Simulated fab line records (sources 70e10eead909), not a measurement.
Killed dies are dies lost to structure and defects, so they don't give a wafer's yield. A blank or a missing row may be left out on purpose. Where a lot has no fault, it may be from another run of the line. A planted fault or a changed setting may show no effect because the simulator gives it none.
Chamber matching + flow nand_harc + NHARC_A_STAIRCASE_ETCH_444 on rie_diel-04: 4 sister chambers
The step etches the open film in C4F8/O2, target depth 20400 nm, time 6800 s. 8 wafers are shown with their chamber, then 10 later ones without.

== WAFERS PAIRED WITH THEIR CHAMBERS ==
| wafer  | chamber | rf_vpp_V (V) | oes_product_au (a.u.) |
|--------|---------|--------------|-----------------------|
| L080.4 | 3       | 803          | 0.928                 |
| L083.2 | 1       | 810          | 0.922                 |
| L083.6 | 0       | 800          | 0.924                 |
| L086.2 | 0       | 816          | 0.971                 |
| L086.4 | 3       | 803          | 0.965                 |
| L086.6 | 2       | 803          | 0.955                 |
| L089.2 | 2       | 805          | 0.949                 |
| L089.3 | 1       | 808          | 0.943                 |

== WAFERS WHOSE CHAMBER IS MISSING ==
| wafer  | rf_vpp_V (V) | oes_product_au (a.u.) |
|--------|--------------|-----------------------|
| L089.4 | 815          | 0.935                 |
| L089.1 | 803          | 0.939                 |
| L089.5 | 802          | 0.956                 |
| L089.6 | 807          | 0.948                 |
| L092.1 | 816          | 0.920                 |
| L092.3 | 803          | 0.925                 |
| L092.6 | 805          | 0.925                 |
| L094.1 | 810          | 0.935                 |
| L094.2 | 802          | 0.924                 |
| L094.4 | 816          | 0.926                 |

== THE CHAMBER EACH PASSED THROUGH ==
| wafer  | from the rows above               | in truth |
|--------|-----------------------------------|----------|
| L089.4 | can't be placed: 1 or 0 or 2 or 3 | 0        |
| L089.1 | can't be placed: 3 or 2 or 0 or 1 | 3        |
| L089.5 | can't be placed: 2 or 3 or 0 or 1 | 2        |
| L089.6 | can't be placed: 0 or 2 or 3 or 1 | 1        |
| L092.1 | can't be placed: 1 or 0 or 2 or 3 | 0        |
| L092.3 | can't be placed: 3 or 1 or 2 or 0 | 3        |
| L092.6 | can't be placed: 1 or 3 or 0 or 2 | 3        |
| L094.1 | can't be placed: 1 or 0 or 2 or 3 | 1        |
| L094.2 | can't be placed: 3 or 1 or 2 or 0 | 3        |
| L094.4 | can't be placed: 1 or 0 or 2 or 3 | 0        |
Placed correctly: 0 of 10. Unplaceable from these rows: 10, with the true chamber sitting among the candidates in 10. Placed wrongly: 0.
How it was worked out, from the rows above alone: a wafer's distance from a chamber is the root of the sum, over the readings, of the square of ((its reading less the chamber's mean) divided by the reading's scatter). The wafer belongs to the nearest chamber; if the next one is less than 2 further off, it can't be placed. A chamber's mean is the mean of its shown wafers. The scatter: take each reading less its chamber's mean, square it, sum over the shown wafers, divide by the number of wafers less the number of chambers, and take the root.
